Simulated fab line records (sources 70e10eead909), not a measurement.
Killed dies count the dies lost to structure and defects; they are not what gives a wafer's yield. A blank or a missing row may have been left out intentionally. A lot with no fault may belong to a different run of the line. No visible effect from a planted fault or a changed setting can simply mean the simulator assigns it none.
fab line records	flow nand-harc
record lots=6	wafers=18	last-day=33
route steps=1302 shown A_CHANNEL_HOLE_D1@455 END@1302
lots with no fault: from the same line, run without faults
start-h: the number of hours between the record's first day and the start of the first shown wafer of the lot	wait-h: hours since the lot's step before	" identical to the entry in the row above	L1.1+2: a row that stands for several wafers	- no value, or no start was given	* or withheld: withheld	< > ~ a bound
route shown NAME@n: names a module that has steps shown in the file, with the first one's number in the route	usual: mean and standard deviation over wafers with no fault	same: alike in all rows	chamber/n: place in a boat	sites: the reading at each site	_std_site: the values' standard deviation	_edge_site: inner sites' mean taken away from outer sites' mean	radius-mm: how far each site lies from the wafer's centre	mask NAME#n: copy n	behind: the most recent tool/chamber to have shaped the wafer	hold: what put the lot on hold/how long, in hours/how the hold closed	device: the transistor (n, p or np) that didn't switch	end of line: at the end of the route, the tests of the same wafers	where a step has no rows: the recipe by itself	killed: at the first sort, the dies lost to defects and structure; wafer yield is something else	map: a wafer's dies, x killed, . not, _ none there
set.NAME: the run value of the setting; set.NAME@STEP: its run value at that earlier step	model.NAME: the simulator's own value behind a step, which no gauge read
lots at selected steps of the route; one table per step, one row per wafer
services: a tool's chamber out of use, with start hour (start-h, from the record's first day; less than 0 if before it), hours out, and reason
## steps
# step NHARC_A_CHANNEL_HOLE_D1_COAT_37
# recipe temp-c=225	time-s=65
# step NHARC_A_CHANNEL_HOLE_D1_COAT_04
# recipe spin-rpm=1500	resist-thk-nm=90
# step NHARC_A_CHANNEL_HOLE_D1_SOFTBAKE_05
# recipe temp-c=105	time-s=55
# step NHARC_A_CHANNEL_HOLE_D1_EBR_06
# step NHARC_A_CHANNEL_HOLE_D1_EXPOSE_07
# recipe na=1.35	target-cd-nm=100	sigma-outer=0.3	dose-mj=59.65	mask-id=HOLE_D1
# step NHARC_A_CHANNEL_HOLE_D1_PEB_08
# recipe peb-temp-c=100	peb-time-s=65
# step NHARC_A_CHANNEL_HOLE_D1_DEVELOP_09
# recipe develop-time-s=35	dev-temp-c=23
# step NHARC_A_CHANNEL_HOLE_D1_CD_MEAS_10
# recipe target-cd-nm=100	landing-energy-ev=500
# usual cd-nm=100.0/0.58
lot.wafer	tool	chamber	start-h	wait-h	cd-nm
L533.1	cd-sem-01	0	200.43	-	100.8
L533.3	"	0	"	"	100.2
L533.6	"	0	"	"	100.2
L534.2	cd-sem-02	0	216.15	-	99.2
L534.3	"	0	"	"	100.1
L534.4	"	0	"	"	99.4
L548.1	cd-sem-02	0	348.73	-	99.9
L548.3	"	0	"	"	99.7
L548.5	"	0	"	"	99.8
L549.1	cd-sem-02	0	366.84	-	100.3
L549.4	"	0	"	"	99.6
L549.6	"	0	"	"	100.2
L550.3	cd-sem-03	0	372.15	-	100.1
L550.5	"	0	"	"	99.7
L550.6	"	0	"	"	99.9
L553.1	cd-sem-01	0	408.59	-	100.3
L553.2	"	0	"	"	100.6
L553.3	"	0	"	"	99.8
# step NHARC_A_CHANNEL_HOLE_D1_OVL_MEAS_11
# usual overlay-x-nm=0.1/0.9	overlay-y-nm=-0.2/0.69
lot.wafer	tool	chamber	start-h	wait-h	overlay-x-nm	overlay-y-nm
L533.1	overlay-02	-	200.51	-	0.2	0.5
L533.3	"	-	"	"	0.3	0.3
L533.6	"	-	"	"	0.3	1.0
L534.2	overlay-02	-	216.24	-	0.8	-0.9
L534.3	"	-	"	"	1.6	-0.8
L534.4	"	-	"	"	1.2	-1.0
L548.1	overlay-02	-	348.82	-	-1.2	-1.1
L548.3	"	-	"	"	-0.6	0.0
L548.5	"	-	"	"	-1.1	-1.2
L549.1	overlay-01	-	366.93	-	-1.1	-0.5
L549.4	"	-	"	"	-1.1	-0.9
L549.6	"	-	"	"	-1.5	-0.8
L550.3	overlay-02	-	372.23	-	-1.4	-0.5
L550.5	"	-	"	"	-1.9	-0.3
L550.6	"	-	"	"	-1.6	-0.2
L553.1	overlay-01	-	408.67	-	0.5	0.4
L553.2	"	-	"	"	0.4	1.0
L553.3	"	-	"	"	1.0	0.4
# step NHARC_A_CHANNEL_HOLE_D1_INSPECT_12
# usual raw-defect-count=6/3.1
lot.wafer	tool	chamber	start-h	wait-h	raw-defect-count
L533.1	defect-inspect-01	-	200.55	0.0	0
L533.3	"	-	"	"	3
L533.6	"	-	"	"	2
L534.2	defect-inspect-01	-	216.28	0.0	4
L534.3	"	-	"	"	6
L534.4	"	-	"	"	4
L548.1	defect-inspect-02	-	348.85	0.0	4
L548.3	"	-	"	"	4
L548.5	"	-	"	"	7
L549.1	defect-inspect-02	-	366.97	0.0	9
L549.4	"	-	"	"	8
L549.6	"	-	"	"	4
L550.3	defect-inspect-02	-	372.27	0.0	6
L550.5	"	-	"	"	3
L550.6	"	-	"	"	8
L553.1	defect-inspect-02	-	408.71	0.0	5
L553.2	"	-	"	"	10
L553.3	"	-	"	"	0
# step NHARC_A_CHANNEL_HOLE_D1_DESCUM_15
# recipe time-s=3	o2-flow-sccm=200	ar-flow-sccm=0	bias-power-w=0	chemistry=O2
# usual drypump-motor-current-A=5.6/0.45	oes-product-au=0.995/0.012	rf-vpp-V=57.8/0.85	showerhead-plenum-p-Torr=1.90/0.068	throttle-valve-pct=11.311/0.0087
# same bias-power-w=0
lot.wafer	tool	chamber	start-h	wait-h	drypump-motor-current-A	oes-product-au	rf-hours-counter-h	rf-vpp-V	showerhead-plenum-p-Torr	throttle-valve-pct
L533.1	rie-diel-09	3	200.61	0.1	6.6	1.005	16	57.5	1.94	11.304
L533.3	"	2	"	"	5.5	0.996	16	58.3	1.98	11.314
L533.6	"	3	"	"	6.6	0.990	-	57.1	1.94	11.296
L534.4	rie-diel-13	3	216.34	0.1	5.9	0.995	2	56.9	1.81	11.331
L534.3	"	0	"	"	5.6	0.994	2	57.0	1.91	11.324
L534.2	"	1	"	"	4.7	1.008	3	56.7	1.99	11.306
L548.3	rie-diel-03	2	348.92	0.1	4.8	1.005	18	57.9	1.87	11.312
L548.1	"	1	"	"	6.1	1.002	19	57.9	1.89	11.316
L548.5	"	2	"	"	4.8	1.010	-	57.7	1.88	11.301
L549.1	rie-diel-03	1	367.04	0.1	6.1	1.015	26	57.5	1.89	11.314
L549.4	"	2	"	"	4.8	1.006	24	56.1	1.87	11.315
L549.6	"	0	"	"	5.3	1.031	-	56.3	1.87	11.304
L550.3	rie-diel-13	3	372.35	0.1	6.0	0.991	1	56.1	1.81	11.307
L550.5	"	0	"	"	5.6	1.000	-	57.6	1.90	11.293
L550.6	"	1	"	"	4.7	0.995	-	58.0	1.98	11.306
L553.2	rie-diel-13	0	408.77	0.1	5.6	0.990	4	57.6	1.90	11.321
L553.1	"	1	"	"	4.8	0.973	4	58.6	1.98	11.301
L553.3	"	3	"	"	5.9	0.985	4	57.6	1.81	11.320
# step NHARC_A_CHANNEL_HOLE_D1_ETCH_38
# recipe target-depth-a=390	over-etch-frac=0.3	time-s=65	ion-energy-ev=80	cf4-flow-sccm=150	ar-flow-sccm=0	rf-w=300	bias-w=100	chemistry=CF4
# usual bias-w=100.02/0.28	cf4-flow-sccm=150.0/0.42	drypump-motor-current-A=5.6/0.47	oes-product-au=0.996/0.011	rf-vpp-V=151.1/1.2	showerhead-plenum-p-Torr=1.76/0.059	throttle-valve-pct=13.284/0.008
lot.wafer	tool	chamber	start-h	wait-h	bias-w	cf4-flow-sccm	drypump-motor-current-A	oes-product-au	rf-hours-counter-h	rf-vpp-V	showerhead-plenum-p-Torr	throttle-valve-pct
L533.1	rie-diel-09	0	200.70	0.1	100.51	149.1	5.7	0.976	14	150.6	1.76	13.284
L533.3	"	2	"	"	100.42	150.7	5.5	0.999	16	152.8	1.83	13.267
L533.6	"	3	"	"	100.00	149.9	6.6	0.996	-	150.5	1.79	13.284
L534.4	rie-diel-13	0	216.42	0.1	100.31	149.2	5.6	0.992	2	149.3	1.76	13.268
L534.2	"	1	"	"	100.23	150.5	4.7	1.007	3	151.9	1.83	13.274
L534.3	"	2	"	"	99.71	149.8	5.6	0.998	3	151.9	1.69	13.287
L548.1	rie-diel-03	0	349.03	0.1	100.57	150.3	5.2	1.023	7	150.3	1.73	13.278
L548.3	"	2	"	"	99.80	149.7	4.8	1.008	18	152.4	1.74	13.291
L548.5	"	3	"	"	100.30	150.3	5.6	1.018	-	151.8	1.90	13.273
L549.4	rie-diel-03	0	367.12	0.1	99.73	150.5	5.3	1.017	14	149.4	1.73	13.293
L549.1	"	2	"	"	99.95	149.3	4.8	1.003	24	150.5	1.73	13.281
L549.6	"	3	"	"	100.13	150.1	5.7	0.991	-	152.3	1.90	13.286
L550.3	rie-diel-13	1	372.41	0.1	100.08	149.7	4.7	1.002	1	151.7	1.83	13.280
L550.6	"	1	"	"	100.08	150.0	4.7	0.982	-	151.4	1.83	13.282
L550.5	"	2	"	"	99.78	150.5	5.6	0.999	-	150.3	1.69	13.282
L553.1	rie-diel-13	1	408.86	0.1	100.02	150.8	4.7	0.990	4	150.2	1.83	13.286
L553.2	"	2	"	"	99.63	150.4	5.6	1.004	4	151.2	1.69	13.273
L553.3	"	3	"	"	99.74	150.2	5.9	0.982	4	151.1	1.68	13.287
# step NHARC_A_CHANNEL_HOLE_D1_ETCH_39
# recipe target-depth-a=2600	over-etch-frac=0.3	time-s=325	ion-energy-ev=200	n2-flow-sccm=150	h2-flow-sccm=150	ar-flow-sccm=0	rf-w=400	bias-w=150	chemistry=N2/H2
# usual bias-w=149.9/0.49	chamber-pressure-mTorr=29.999/0.028	drypump-motor-current-A=5.6/0.48	n2-flow-sccm=150.1/0.48	oes-product-au=0.994/0.011	rf-vpp-V=430.3/2.3	showerhead-plenum-p-Torr=2.03/0.074	throttle-valve-pct=14.172/0.0088
lot.wafer	tool	chamber	start-h	wait-h	bias-w	chamber-pressure-mTorr	drypump-motor-current-A	n2-flow-sccm	oes-product-au	rf-hours-counter-h	rf-vpp-V	showerhead-plenum-p-Torr	throttle-valve-pct
L533.1	rie-diel-09	0	200.81	-	-	-	-	-	-	-	-	-	-
L533.3	"	2	"	"	-	-	-	-	-	-	-	-	-
L533.6	"	3	"	"	-	-	-	-	-	-	-	-	-
L534.4	rie-diel-13	2	216.54	-	-	-	-	-	-	-	-	-	-
L534.3	"	3	"	"	-	-	-	-	-	-	-	-	-
L534.2	"	0	"	"	-	-	-	-	-	-	-	-	-
L548.1	rie-diel-03	1	349.12	-	150.3	30.038	6.1	150.4	1.008	19	431.3	2.02	14.155
L548.3	"	3	"	"	150.0	30.015	5.7	149.8	1.011	18	435.7	2.21	14.179
L548.5	"	2	"	"	150.9	29.964	4.8	149.1	0.998	-	429.3	2.00	14.172
L549.4	rie-diel-03	1	367.21	-	150.8	30.013	6.1	149.7	1.013	26	429.2	2.01	14.165
L549.1	"	3	"	"	149.2	29.966	5.7	149.8	1.005	24	436.0	2.21	14.164
L549.6	"	1	"	"	150.1	30.001	6.2	149.8	1.012	-	428.9	2.01	14.169
L550.3	rie-diel-13	1	372.57	-	149.0	29.975	4.8	150.1	0.993	1	431.5	2.12	14.167
L550.5	"	2	"	"	150.0	29.940	5.6	150.1	0.998	-	427.6	1.94	14.191
L550.6	"	3	"	"	148.6	30.007	5.9	149.4	0.985	-	427.1	1.93	14.191
L553.2	rie-diel-13	2	408.95	-	150.5	29.971	5.6	150.3	0.997	4	428.5	1.94	14.176
L553.3	"	3	"	"	150.4	30.047	5.9	150.0	0.989	4	427.7	1.93	14.167
L553.1	"	0	"	"	150.6	29.996	5.6	149.5	1.002	4	429.4	2.03	14.168
# step NHARC_A_CHANNEL_HOLE_D1_ETCH_34
# recipe target-depth-a=1540	time-s=77	cf4-flow-sccm=100	chf3-flow-sccm=30	ar-flow-sccm=0	rf-w=500	bias-w=200	chemistry=CF4/CHF3
# usual bias-w=199.9/0.57	cf4-flow-sccm=100.01/0.3	drypump-motor-current-A=5.6/0.46	oes-product-au=0.948/0.022	rf-vpp-V=370.4/1.9	showerhead-plenum-p-Torr=1.57/0.054	throttle-valve-pct=16.802/0.0091
lot.wafer	tool	chamber	start-h	wait-h	bias-w	cf4-flow-sccm	drypump-motor-current-A	oes-product-au	rf-hours-counter-h	rf-vpp-V	showerhead-plenum-p-Torr	throttle-valve-pct
L533.3	rie-diel-09	1	-	-	200.3	100.15	5.7	0.960	14	370.5	1.58	16.799
L533.1	"	3	"	"	199.1	99.63	6.6	0.961	16	372.0	1.59	16.806
L533.6	"	1	"	"	200.4	100.08	5.7	0.956	-	371.6	1.58	16.809
L534.3	rie-diel-13	2	-	-	200.0	99.89	5.6	0.950	3	368.4	1.50	16.804
L534.2	"	3	"	"	199.3	99.80	5.9	0.955	2	369.1	1.50	16.809
L534.4	"	0	"	"	199.5	100.60	5.6	0.962	2	370.8	1.57	16.802
L548.3	rie-diel-03	0	-	-	199.2	100.21	5.3	0.969	7	368.8	1.54	16.796
L548.1	"	1	"	"	199.7	99.60	6.1	0.966	19	369.5	1.56	16.805
L548.5	"	3	"	"	200.2	100.07	5.6	0.947	-	373.9	1.70	16.791
L549.4	rie-diel-03	0	-	-	200.1	100.22	5.3	0.988	14	370.3	1.54	16.807
L549.1	"	1	"	"	199.2	100.10	6.1	0.926	27	371.5	1.56	16.804
L549.6	"	0	"	"	200.4	100.03	5.3	0.973	-	369.3	1.54	16.788
L550.3	rie-diel-13	3	-	-	200.4	100.21	5.9	0.967	1	368.2	1.49	16.779
L550.5	"	2	"	"	199.9	99.44	5.6	0.982	-	368.8	1.50	16.782
L550.6	"	3	"	"	200.1	99.58	5.9	0.965	-	369.2	1.49	16.815
L553.1	rie-diel-13	2	-	-	200.9	100.51	5.6	0.960	4	369.1	1.50	16.793
L553.2	"	3	"	"	199.4	100.56	5.9	0.952	4	368.5	1.49	16.818
L553.3	"	0	"	"	199.1	99.87	5.6	0.947	4	369.2	1.57	16.803
# step NHARC_END_SORT_01
# recipe temp-c=25
# usual killed-at-array=49/18	killed-at-other=0.7/1.1	killed-at-periphery=4.0/2.6	killed-dies=54/19	killed-open=3.4/1.7	killed-short=2.5/1.7
# same gross-dies=677
lot.wafer	tool	chamber	start-h	wait-h	killed-at-array	killed-at-other	killed-at-periphery	killed-dies	killed-open	killed-short
L533.1	prober-01	0	576.78	2.5	676	0	1	677	5	1
L533.3	prober-01	0	578.38	3.1	676	0	1	677	0	2
L533.6	prober-01	0	580.78	4.0	675	0	2	677	2	2
L534.2	prober-01	0	591.10	2.8	674	1	2	677	3	3
L534.3	prober-01	0	591.91	3.1	675	0	2	677	4	2
L534.4	prober-01	0	592.72	3.4	675	0	2	677	2	2
# killed by level:class
L533.1 A_CHANNEL_HOLE_D1:area-etch=632 A_SLIT:chamber-film-flake=15 A_CHANNEL_HOLE_D2:chamber-film-flake=9 A_STAIRCASE:chamber-film-flake=9 A_CHANNEL_HOLE_D1:chamber-film-flake=2 P_M1:geometric-particle:open=1 A_ONON_D1:geometric-particle:open=1 A_ONON_D1:geometric-particle:short=1
L533.3 A_CHANNEL_HOLE_D1:area-etch=637 A_SLIT:chamber-film-flake=16 A_CHANNEL_HOLE_D2:chamber-film-flake=9 A_STAIRCASE:chamber-film-flake=5 A_CONTACT:chamber-film-flake=5 A_M1:chamber-film-flake=1 A_WL_FILL:geometric-particle:short=1 A_M1:geometric-particle:short=1
L533.6 A_CHANNEL_HOLE_D1:area-etch=632 A_SLIT:chamber-film-flake=26 A_STAIRCASE:chamber-film-flake=4 A_CHANNEL_HOLE_D2:chamber-film-flake=3 A_CONTACT:chamber-film-flake=3 A_M1:chamber-film-flake=2 P_GATE:geometric-particle:open=1 P_CONTACT:geometric-particle:open=1
L534.2 A_CHANNEL_HOLE_D1:area-etch=634 A_SLIT:chamber-film-flake=21 A_CHANNEL_HOLE_D2:chamber-film-flake=6 A_STAIRCASE:chamber-film-flake=4 A_CHANNEL_FILL_D2:chamber-film-flake=2 P_M1:geometric-particle:short=1 A_SOURCE_PLATE:geometric-particle:short=1 A_ONON_D1:geometric-particle:open=1
L534.3 A_CHANNEL_HOLE_D1:area-etch=639 A_SLIT:chamber-film-flake=15 A_CHANNEL_HOLE_D2:chamber-film-flake=6 A_STAIRCASE:chamber-film-flake=3 P_CONTACT:geometric-particle:open=2 A_CHANNEL_HOLE_D1:chamber-film-flake=2 A_CHANNEL_FILL_D1:chamber-film-flake=2 A_CHANNEL_FILL_D2:chamber-film-flake=2
L534.4 A_CHANNEL_HOLE_D1:area-etch=641 A_SLIT:chamber-film-flake=19 A_CHANNEL_HOLE_D2:chamber-film-flake=6 A_STAIRCASE:chamber-film-flake=3 A_CHANNEL_HOLE_D1:chamber-film-flake=2 P_CONTACT:geometric-particle:open=1 P_M0:geometric-particle:open=1 A_ONON_D2:geometric-particle:short=1
# map L533.1 (x killed, . not)
____________x____________
_________xxxxxxx_________
_______xxxxxxxxxxx_______
______xxxxxxxxxxxxx______
_____xxxxxxxxxxxxxxx_____
____xxxxxxxxxxxxxxxxx____
____xxxxxxxxxxxxxxxxx____
___xxxxxxxxxxxxxxxxxxx___
___xxxxxxxxxxxxxxxxxxx___
__xxxxxxxxxxxxxxxxxxxxx__
__xxxxxxxxxxxxxxxxxxxxx__
_xxxxxxxxxxxxxxxxxxxxxxx_
_xxxxxxxxxxxxxxxxxxxxxxx_
_xxxxxxxxxxxxxxxxxxxxxxx_
_xxxxxxxxxxxxxxxxxxxxxxx_
_xxxxxxxxxxxxxxxxxxxxxxx_
xxxxxxxxxxxxxxxxxxxxxxxxx
xxxxxxxxxxxxxxxxxxxxxxxxx
xxxxxxxxxxxxxxxxxxxxxxxxx
xxxxxxxxxxxxxxxxxxxxxxxxx
xxxxxxxxxxxxxxxxxxxxxxxxx
_xxxxxxxxxxxxxxxxxxxxxxx_
_xxxxxxxxxxxxxxxxxxxxxxx_
_xxxxxxxxxxxxxxxxxxxxxxx_
_xxxxxxxxxxxxxxxxxxxxxxx_
_xxxxxxxxxxxxxxxxxxxxxxx_
__xxxxxxxxxxxxxxxxxxxxx__
__xxxxxxxxxxxxxxxxxxxxx__
___xxxxxxxxxxxxxxxxxxx___
___xxxxxxxxxxxxxxxxxxx___
____xxxxxxxxxxxxxxxxx____
____xxxxxxxxxxxxxxxxx____
_____xxxxxxxxxxxxxxx_____
______xxxxxxxxxxxxx______
_______xxxxxxxxxxx_______
_________xxxxxxx_________
____________x____________
# map L534.2 (x killed, . not)
____________x____________
_________xxxxxxx_________
_______xxxxxxxxxxx_______
______xxxxxxxxxxxxx______
_____xxxxxxxxxxxxxxx_____
____xxxxxxxxxxxxxxxxx____
____xxxxxxxxxxxxxxxxx____
___xxxxxxxxxxxxxxxxxxx___
___xxxxxxxxxxxxxxxxxxx___
__xxxxxxxxxxxxxxxxxxxxx__
__xxxxxxxxxxxxxxxxxxxxx__
_xxxxxxxxxxxxxxxxxxxxxxx_
_xxxxxxxxxxxxxxxxxxxxxxx_
_xxxxxxxxxxxxxxxxxxxxxxx_
_xxxxxxxxxxxxxxxxxxxxxxx_
_xxxxxxxxxxxxxxxxxxxxxxx_
xxxxxxxxxxxxxxxxxxxxxxxxx
xxxxxxxxxxxxxxxxxxxxxxxxx
xxxxxxxxxxxxxxxxxxxxxxxxx
xxxxxxxxxxxxxxxxxxxxxxxxx
xxxxxxxxxxxxxxxxxxxxxxxxx
_xxxxxxxxxxxxxxxxxxxxxxx_
_xxxxxxxxxxxxxxxxxxxxxxx_
_xxxxxxxxxxxxxxxxxxxxxxx_
_xxxxxxxxxxxxxxxxxxxxxxx_
_xxxxxxxxxxxxxxxxxxxxxxx_
__xxxxxxxxxxxxxxxxxxxxx__
__xxxxxxxxxxxxxxxxxxxxx__
___xxxxxxxxxxxxxxxxxxx___
___xxxxxxxxxxxxxxxxxxx___
____xxxxxxxxxxxxxxxxx____
____xxxxxxxxxxxxxxxxx____
_____xxxxxxxxxxxxxxx_____
______xxxxxxxxxxxxx______
_______xxxxxxxxxxx_______
_________xxxxxxx_________
____________x____________
## services
tool	chamber	start-h	hours	kind
rie-diel-03	1	192.97	16.2	repair
rie-diel-13	0	198.50	-	clean
rie-diel-13	1	198.50	-	clean
rie-diel-13	2	198.50	-	clean
rie-diel-13	3	198.50	-	clean
rie-diel-13	3	200.01	6.2	repair
rie-diel-13	0	223.18	-	clean
rie-diel-13	1	223.18	-	clean
rie-diel-13	2	223.18	-	clean
rie-diel-13	3	223.18	-	clean
rie-diel-09	1	225.39	4.6	repair
rie-diel-09	-	239.67	0.2	repair
rie-diel-13	0	247.68	-	clean
rie-diel-13	1	247.68	-	clean
rie-diel-13	2	247.68	-	clean
rie-diel-03	-	281.56	9.0	pm
rie-diel-13	-	284.48	3.6	repair
rie-diel-03	0	294.78	38.2	repair
rie-diel-03	3	303.46	1.5	repair
rie-diel-09	0	317.77	5.8	repair
rie-diel-09	-	322.47	9.0	pm
rie-diel-13	2	337.79	12.6	repair
rie-diel-13	-	342.00	9.0	pm
rie-diel-13	3	355.59	5.7	repair
## key
first-sign step=NHARC_A_CHANNEL_HOLE_D1_ETCH_39	reading=tool-record	direction=missing
effect step=NHARC_END_SORT_01	reading=killed-at-array	direction=up	sigmas=34	usual=49	struck=675
more-kills-born-at NHARC_A_CHANNEL_HOLE_D1_ETCH_39@rie-diel-13=1914	NHARC_A_CHANNEL_HOLE_D1_ETCH_39@rie-diel-09=1901
met-at NHARC_A_CHANNEL_HOLE_D1_ETCH_39
struck-wafers L533.1,L533.3,L533.6,L534.2,L534.3,L534.4
later-rows-left-out L533.1,L533.3,L533.6,L534.2,L534.3,L534.4
tester-left-out L533,L534
fault kind=skipped-step-whole	tool=rie-diel-09,rie-diel-13	chamber=-	onset-h=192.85	steps=NHARC_A_CHANNEL_HOLE_D1_ETCH_39	scope=struck-lots-only
# tester-left-out: of these lots the tester's yield and bins aren't shown, on N5 and GAA mostly nor the transistor test; their killed dies are dies lost to structure and defects alone, not to doping, threshold or leakage, so they don't give the yield
# later-rows-left-out: the simulator's readings of these wafers behind a module that went badly wrong aren't trusted and aren't shown, but for the sort
